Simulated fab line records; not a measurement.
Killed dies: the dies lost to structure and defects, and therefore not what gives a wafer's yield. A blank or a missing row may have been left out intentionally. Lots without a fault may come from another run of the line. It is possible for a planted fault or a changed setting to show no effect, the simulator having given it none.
Matching of chambers / flow n5_finfet / N5_BEOL_M4_ETCH_74 on rie_diel-01 has 4 sister chambers
The step etches underlayer in N2/H2, target depth 6.5 nm, time 5.2 s. 14 wafers are shown with their chamber, then 7 later ones without.

== EACH WAFER AND ITS CHAMBER ==
wafer=L079.2; chamber=3; throttle_valve_pct (%)=18.05; showerhead_plenum_p_Torr (Torr)=2.45; oes_product_au (a.u.)=0.67
wafer=L079.3; chamber=1; throttle_valve_pct (%)=17.91; showerhead_plenum_p_Torr (Torr)=2.51; oes_product_au (a.u.)=0.58
wafer=L079.4; chamber=0; throttle_valve_pct (%)=17.61; showerhead_plenum_p_Torr (Torr)=2.45; oes_product_au (a.u.)=0.69
wafer=L086.1; chamber=2; throttle_valve_pct (%)=17.86; showerhead_plenum_p_Torr (Torr)=2.51; oes_product_au (a.u.)=0.58
wafer=L086.4; chamber=3; throttle_valve_pct (%)=18.07; showerhead_plenum_p_Torr (Torr)=2.44; oes_product_au (a.u.)=0.64
wafer=L086.5; chamber=0; throttle_valve_pct (%)=17.63; showerhead_plenum_p_Torr (Torr)=2.45; oes_product_au (a.u.)=0.68
wafer=L087.3; chamber=0; throttle_valve_pct (%)=17.63; showerhead_plenum_p_Torr (Torr)=2.44; oes_product_au (a.u.)=0.67
wafer=L087.4; chamber=3; throttle_valve_pct (%)=18.10; showerhead_plenum_p_Torr (Torr)=2.44; oes_product_au (a.u.)=0.65
wafer=L087.6; chamber=0; throttle_valve_pct (%)=17.65; showerhead_plenum_p_Torr (Torr)=2.44; oes_product_au (a.u.)=0.67
wafer=L089.1; chamber=3; throttle_valve_pct (%)=18.09; showerhead_plenum_p_Torr (Torr)=2.44; oes_product_au (a.u.)=0.64
wafer=L089.2; chamber=0; throttle_valve_pct (%)=17.66; showerhead_plenum_p_Torr (Torr)=2.44; oes_product_au (a.u.)=0.68
wafer=L089.4; chamber=0; throttle_valve_pct (%)=17.64; showerhead_plenum_p_Torr (Torr)=2.44; oes_product_au (a.u.)=0.67
wafer=L092.1; chamber=0; throttle_valve_pct (%)=17.62; showerhead_plenum_p_Torr (Torr)=2.44; oes_product_au (a.u.)=0.67
wafer=L092.2; chamber=2; throttle_valve_pct (%)=17.92; showerhead_plenum_p_Torr (Torr)=2.50; oes_product_au (a.u.)=0.58

SIGNATURES, as means of the wafers listed above
reading=throttle_valve_pct; chamber 0=17.6343; chamber 1=17.9100; chamber 2=17.8900; chamber 3=18.0775; scatter within a chamber=0.0225
reading=showerhead_plenum_p_Torr; chamber 0=2.4429; chamber 1=2.5100; chamber 2=2.5050; chamber 3=2.4425; scatter within a chamber=0.00518
reading=oes_product_au; chamber 0=0.6757; chamber 1=0.5800; chamber 2=0.5800; chamber 3=0.6500; scatter within a chamber=0.00986
Rule: a wafer's distance from a chamber is the root of the sum, over the readings, of the square of ((its reading less the chamber's mean) divided by the reading's scatter). The wafer belongs to the nearest chamber; if the next one is less than 2 further off, it can't be placed. The scatter is the square root of a quotient: the sum, over the shown wafers, of each reading's squared deviation from its chamber's mean, divided by wafers minus chambers.

== WAFERS WHOSE CHAMBER IS MISSING ==
wafer=L092.3; throttle_valve_pct (%)=17.48; showerhead_plenum_p_Torr (Torr)=2.51; oes_product_au (a.u.)=0.82
wafer=L094.1; throttle_valve_pct (%)=18.11; showerhead_plenum_p_Torr (Torr)=2.43; oes_product_au (a.u.)=0.63
wafer=L094.4; throttle_valve_pct (%)=17.90; showerhead_plenum_p_Torr (Torr)=2.50; oes_product_au (a.u.)=0.57
wafer=L094.6; throttle_valve_pct (%)=17.68; showerhead_plenum_p_Torr (Torr)=2.44; oes_product_au (a.u.)=0.67
wafer=L096.1; throttle_valve_pct (%)=18.08; showerhead_plenum_p_Torr (Torr)=2.43; oes_product_au (a.u.)=0.63
wafer=L096.2; throttle_valve_pct (%)=17.67; showerhead_plenum_p_Torr (Torr)=2.44; oes_product_au (a.u.)=0.66
wafer=L096.5; throttle_valve_pct (%)=18.13; showerhead_plenum_p_Torr (Torr)=2.43; oes_product_au (a.u.)=0.64

== EACH ONE'S CHAMBER ==
wafer=L092.3; from the rows above=0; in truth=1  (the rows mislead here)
wafer=L094.1; from the rows above=3; in truth=3
wafer=L094.4; from the rows above=can't be placed: 2 or 1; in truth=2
wafer=L094.6; from the rows above=0; in truth=0
wafer=L096.1; from the rows above=3; in truth=3
wafer=L096.2; from the rows above=0; in truth=0
wafer=L096.5; from the rows above=3; in truth=3
Correct placement for 5 of the 7. Cannot be placed on the basis of these rows: 1; the candidates contain the true chamber in 1. Wrongly placed: 1.
